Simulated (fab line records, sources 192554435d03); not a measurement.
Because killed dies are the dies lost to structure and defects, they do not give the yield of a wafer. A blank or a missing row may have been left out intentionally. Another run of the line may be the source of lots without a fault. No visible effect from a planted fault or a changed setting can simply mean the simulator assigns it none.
fab line records | flow n5Finfet | part 2 of 2: steps 5 to 6 of 6
record lots=21 wafers=63 lastDay=18
route steps=1938 shown SDB@368 HKMG_FIN@402
lots with no fault: from the same line, run without faults
startH: the number of hours between the record's first day and the start of the first shown wafer of the lot | waitH: time in hours since the lot's previous step | " same as the row above | L1.1+2: a single row standing in for several wafers | - no value present, or no start provided | * or withheld: withheld | < > ~ a bound
route shown NAME@n: names a module that has steps shown in the file, with the first one's number in the route | usual: average and standard deviation across the fault-free wafers | same: alike in all rows | chamber/n: place in a boat | sites: readings site by site | _std_site: the standard deviation of these | _edge_site: outer sites' mean less inner sites' | radiusMm: for every site, how far away it sits from the centre of the wafer | mask NAME#n: copy n | behind: the last tool/chamber to shape the wafer | hold: why the lot went on hold/how many hours it stayed there/how the hold came to an end | device: the transistor (n, p or np) that didn't switch | end of line: at the end of the route, the tests of the same wafers | a step with no rows: only its recipe | killed: the dies lost at the first sort to structure and to defects; this is not the yield of the wafer | map: a wafer's dies, marking killed ones x, the rest . and places with no die _
set.NAME: the setting that was run; set.NAME@STEP: the one run at that earlier step | model.NAME: the simulator's own value behind a step, which no gauge read
the route's steps for a sample of lots (tables are steps, rows are wafers)
services: the hour from which a tool's chamber was out of use, counted from the record's first day as startH (under 0 if before that day), plus the number of hours and why
## steps
# step N5_HKMG_FIN_CD_MEAS_12
# recipe targetCdNm=92.8 landingEnergyEv=500 detector=seInlens
# usual cdNm=92.3/0.75
# columns lot.wafer tool chamber startH waitH cdNm
L074.3 cdSem-01 0 79.17 - 90.9
L074.5 " 0 " " 91.6
L074.6 " 0 " " 93.1
L076.1 cdSem-02 0 91.93 - 92.8
L076.4 " 0 " " 92.5
L076.6 " 0 " " 93.3
L077.2 cdSem-02 0 99.38 - 92.3
L077.3 " 0 " " 91.9
L077.4 " 0 " " 92.7
L079.1 cdSem-02 0 106.53 - 92.5
L079.4 " 0 " " 91.4
L079.6 " 0 " " 92.0
L081.2 cdSem-01 0 120.37 - 92.0
L081.4 " 0 " " 92.9
L081.6 " 0 " " 91.7
L082.2 cdSem-03 0 126.36 - 91.7
L082.3 " 0 " " 91.8
L082.6 " 0 " " 92.5
L083.1 cdSem-02 0 133.18 - 92.1
L083.3 " 0 " " 90.9
L083.6 " 0 " " 92.1
L084.1 cdSem-02 0 135.93 - 92.5
L084.2 " 0 " " 93.9
L084.5 " 0 " " 92.7
L085.4 cdSem-03 0 149.25 - 91.1
L085.5 " 0 " " 91.6
L085.6 " 0 " " 92.5
L086.2 cdSem-01 0 153.96 - 93.0
L086.4 " 0 " " 93.9
L086.6 " 0 " " 92.8
L087.1 cdSem-01 0 157.85 - 92.7
L087.2 " 0 " " 92.1
L087.3 " 0 " " 93.9
L088.1 cdSem-01 0 161.34 - 92.3
L088.2 " 0 " " 92.6
L088.3 " 0 " " 92.5
L089.1 cdSem-01 0 164.76 - 93.7
L089.3 " 0 " " 92.6
L089.4 " 0 " " 91.7
L090.2 cdSem-02 0 170.24 - 92.7
L090.3 " 0 " " 93.0
L090.5 " 0 " " 92.5
L091.3 cdSem-01 0 175.70 - 92.5
L091.4 " 0 " " 92.2
L091.6 " 0 " " 91.1
L092.2 cdSem-03 0 188.65 - 91.6
L092.4 " 0 " " 90.9
L092.6 " 0 " " 91.7
L093.1 cdSem-01 0 191.18 - 91.9
L093.4 " 0 " " 92.0
L093.6 " 0 " " 93.0
L094.1 cdSem-02 0 196.88 - 92.1
L094.2 " 0 " " 91.9
L094.3 " 0 " " 92.4
L095.3 cdSem-03 0 207.76 - 92.4
L095.5 " 0 " " 92.6
L095.6 " 0 " " 92.2
L096.2 cdSem-02 0 212.91 - 91.3
L096.3 " 0 " " 92.7
L096.5 " 0 " " 94.0
L097.2 cdSem-01 0 213.66 - 92.2
L097.4 " 0 " " 90.4
L097.5 " 0 " " 91.9
# step N5_HKMG_FIN_ETCH_35
# recipe chemistry=N2/H2 target=SOC targetDepthA=2158 ionEnergyEv=65 biasW=5 sourceW=3000 timeS=243.4 pressureMtorr=30 n2FlowSccm=200 h2FlowSccm=200
# usual drypumpMotorCurrentA=5.7/0.41 oesProductAu=0.77/0.1 rfVppV=141.4/1.2 showerheadPlenumPTorr=2.54/0.11 throttleValvePct=17.84/0.24
# columns lot.wafer tool chamber startH waitH drypumpMotorCurrentA oesProductAu rfHoursCounterH rfVppV showerheadPlenumPTorr throttleValvePct
L074.3 rieDiel-02 0 79.56 0.0 6.1 0.72 175 141.7 2.44 17.71
L074.5 " 0 " " 6.2 0.72 - 140.3 2.44 17.72
L074.6 " 1 " " 5.9 0.67 - 141.7 2.63 18.08
L076.1 rieDiel-02 1 92.32 0.0 5.9 0.67 237 142.2 2.63 18.09
L076.4 " 2 " " 5.6 0.71 204 141.0 2.54 18.11
L076.6 " 1 " " 5.9 0.66 - 142.0 2.63 18.10
L077.2 rieDiel-02 1 99.88 0.0 5.9 0.66 240 141.6 2.63 18.09
L077.3 " 0 " " 6.1 0.71 182 141.6 2.44 17.72
L077.4 " 3 " " 6.6 0.69 179 141.1 2.54 17.78
L079.1 rieDiel-05 2 106.92 0.0 5.5 0.74 146 139.8 2.34 17.68
L079.4 " 1 " " 6.2 0.77 - 142.3 2.65 17.83
L079.6 " 2 " " 5.5 0.74 - 138.8 2.34 17.69
L081.2 rieDiel-02 3 120.75 0.0 6.6 0.69 187 140.2 2.53 17.79
L081.4 " 0 " " 6.1 0.70 188 140.9 2.43 17.73
L081.6 " 2 " " 5.6 0.70 - 141.7 2.53 18.13
L082.2 rieDiel-05 0 126.81 0.0 5.1 0.70 248 142.7 2.62 17.85
L082.3 " 2 " " 5.5 0.73 154 139.7 2.33 17.70
L082.6 " 0 " " 5.1 0.71 - 142.2 2.62 17.83
L083.1 rieDiel-05 2 133.73 0.0 5.5 0.73 156 140.6 2.33 17.71
L083.3 " 1 " " 6.2 0.76 140 142.3 2.65 17.84
L083.6 " 2 " " 5.4 0.73 - 139.5 2.33 17.70
L084.1 rieDiel-05 3 136.32 0.0 5.5 1.00 7 141.0 2.50 18.04
L084.2 " 2 " " 5.5 0.72 157 140.0 2.33 17.73
L084.5 " 1 " " 6.1 0.76 - 142.5 2.64 17.84
L085.4 rieDiel-04 2 150.23 0.1 5.3 0.69 - 141.7 2.54 18.36
L085.5 " 1 " " 5.4 0.69 - 141.6 2.63 17.70
L085.6 " 0 " " 5.6 0.88 - 142.3 2.72 17.91
L086.2 rieDiel-04 1 154.35 0.0 5.5 0.70 215 142.9 2.63 17.71
L086.4 " 1 " " 5.4 0.70 - 141.5 2.63 17.71
L086.6 " 0 " " 5.5 0.88 - 143.7 2.72 17.89
L087.1 rieDiel-04 2 158.40 0.0 5.3 0.68 231 141.6 2.53 18.35
L087.2 " 3 " " 6.0 0.97 1 140.6 2.48 17.27
L087.3 " 0 " " 5.6 0.88 41 141.9 2.72 17.90
L088.1 rieDiel-02 3 161.99 0.0 6.5 0.66 206 141.3 2.53 17.83
L088.2 " 0 " " 6.1 0.70 206 141.6 2.43 17.77
L088.3 " 1 " " 5.9 0.94 3 142.4 2.62 17.64
L089.1 rieDiel-04 0 165.15 0.0 5.6 0.87 44 142.6 2.72 17.91
L089.3 " 1 " " 5.5 0.69 219 141.3 2.63 17.74
L089.4 " 3 " " 6.1 0.95 4 140.4 2.48 17.28
L090.2 rieDiel-05 1 170.81 0.0 6.1 0.75 154 143.4 2.64 17.87
L090.3 " 2 " " 5.4 0.71 170 139.2 2.33 17.73
L090.5 " 2 " " 5.4 0.71 - 138.7 2.33 17.73
L091.3 rieDiel-05 2 176.16 0.0 5.5 0.72 171 140.0 2.33 17.74
L091.4 " 1 " " 6.2 0.75 155 143.6 2.64 17.87
L091.6 " 2 " " 5.5 0.71 - 139.6 2.33 17.74
L092.2 rieDiel-02 3 189.04 0.0 6.6 0.66 212 139.7 2.52 17.83
L092.4 " 1 " " 5.9 0.91 14 142.4 2.62 17.65
L092.6 " 2 " " 5.6 0.69 - 142.1 2.52 18.19
L093.1 rieDiel-05 2 191.92 0.0 5.5 0.71 177 139.7 2.32 17.74
L093.4 " 3 " " 5.6 0.94 26 140.1 2.50 18.07
L093.6 " 3 " " 5.5 0.93 - 141.5 2.49 18.06
L094.1 rieDiel-02 2 197.27 0.0 5.6 0.68 247 140.8 2.52 18.19
L094.2 " 0 " " 6.2 0.68 220 142.4 2.42 17.79
L094.3 " 1 " " 5.9 0.89 17 142.7 2.62 17.66
L095.3 rieDiel-05 0 208.27 0.0 5.2 0.93 18 140.1 2.61 17.40
L095.5 " 1 " " 6.1 0.74 - 141.7 2.63 17.90
L095.6 " 0 " " 5.2 0.95 - 142.3 2.61 17.41
L096.2 rieDiel-02 0 213.29 0.0 6.1 0.68 227 140.8 2.42 17.80
L096.3 " 1 " " 5.9 0.88 24 142.1 2.61 17.66
L096.5 " 1 " " 5.9 0.88 - 142.2 2.61 17.68
L097.2 rieDiel-05 0 214.04 0.0 5.1 0.93 21 141.7 2.61 17.39
L097.4 " 1 " " 6.2 0.73 - 142.9 2.63 17.90
L097.5 " 2 " " 5.5 0.71 - 141.0 2.32 17.77
## services
# columns tool chamber startH hours kind
aldMetal-01 - 48.91 14.6 pm
aldMetal-02 1 51.33 2.9 repair
rieDiel-02 - 63.88 0.1 repair
aldMetal-01 3 66.14 23.5 repair
rieDiel-04 1 84.16 5.7 repair
aldMetal-02 - 90.28 6.0 pm
aldMetal-01 0 97.94 5.1 repair
aldMetal-02 - 118.81 1.0 repair
aldMetal-01 - 131.39 28.1 pm
rieDiel-02 1 136.01 - clean
rieDiel-02 1 136.01 - consumableReplace:focusRing
rieDiel-02 1 136.01 16.5 scheduledDown
rieDiel-02 1 136.01 16.5 ventCycle
rieDiel-04 3 143.18 13.8 repair
aldMetal-02 0 147.49 20.1 repair
rieDiel-05 - 164.14 0.3 repair
rieDiel-05 - 171.64 2.2 repair
rieDiel-02 3 173.21 5.4 repair
rieDiel-04 1 175.48 62.1 repair
rieDiel-05 3 201.47 13.7 repair
aldMetal-01 - 203.65 0.5 repair
aldMetal-04 - 204.95 0.5 repair
rieDiel-02 2 205.13 - clean
rieDiel-02 2 205.13 - consumableReplace:focusRing
